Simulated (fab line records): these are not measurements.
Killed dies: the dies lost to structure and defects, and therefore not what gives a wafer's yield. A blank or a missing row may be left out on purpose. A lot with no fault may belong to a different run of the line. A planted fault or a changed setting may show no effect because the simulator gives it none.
Chamber matching ; flow nandHarc ; NHARC_THIN_TSV_DEP_47 on pecvd-03 has 3 sister chambers
The step deposits SiO2, target thk 200 nm. 14 wafers are shown with their chamber, then 7 later ones without.

## WAFERS, EACH WITH ITS CHAMBER
wafer;chamber;showerheadVppV (V);throttleValvePct (%);flowSccm (sccm)
L133.3;0;1839;16.4;2661
L133.5;1;1719;15.9;2653
L133.6;2;1901;16.3;2640
L132.3;0;1854;16.2;2640
L132.4;1;1688;16.1;2651
L132.6;0;1843;16.5;2649
L139.1;1;1703;16.1;2658
L139.3;2;1899;16.5;2653
L139.6;1;1684;16.0;2658
L146.1;2;1882;16.9;2647
L146.3;1;1705;16.1;2655
L146.5;2;1895;16.6;2655
L148.1;2;1897;16.7;2664
L148.2;1;1686;15.9;2647

SIGNATURES (averages over the wafers above)
reading;chamber 0;chamber 1;chamber 2;scatter within a chamber
showerheadVppV;1845.33;1697.50;1894.80;10.9
throttleValvePct;16.367;16.017;16.600;0.164
flowSccm;2650.00;2653.67;2651.80;7.6
Rule: for each reading, subtract the chamber's mean from the wafer's reading, divide by that reading's scatter and square the result; add these up over the readings and take the root, which gives the wafer's distance from the chamber. If the next closest chamber is less than 2 further off than the closest, the wafer can't be placed; otherwise it belongs to the closest. The scatter: take each reading less its chamber's mean, square it, sum over the shown wafers, divide by the number of wafers less the number of chambers, and take the root.

## WAFERS WHOSE CHAMBER IS MISSING
wafer;showerheadVppV (V);throttleValvePct (%);flowSccm (sccm)
L148.6;1889;16.7;2653
L153.2;1810;17.1;2660
L153.4;1817;16.8;2648
L153.6;1904;16.9;2640
L154.2;1896;17.1;2639
L154.3;1842;16.9;2629
L154.4;1873;16.7;2637

## EACH ONE'S CHAMBER
wafer;from the rows above;in truth
L148.6;2;2
L153.2;0;0
L153.4;0;0
L153.6;2;2
L154.2;2;2
L154.3;can't be placed: 0 or 2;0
L154.4;can't be placed: 2 or 0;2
Placed correctly: 5 of 7. Unplaceable from these rows: 2, with the true chamber sitting among the candidates in 2. Placed wrongly: 0.
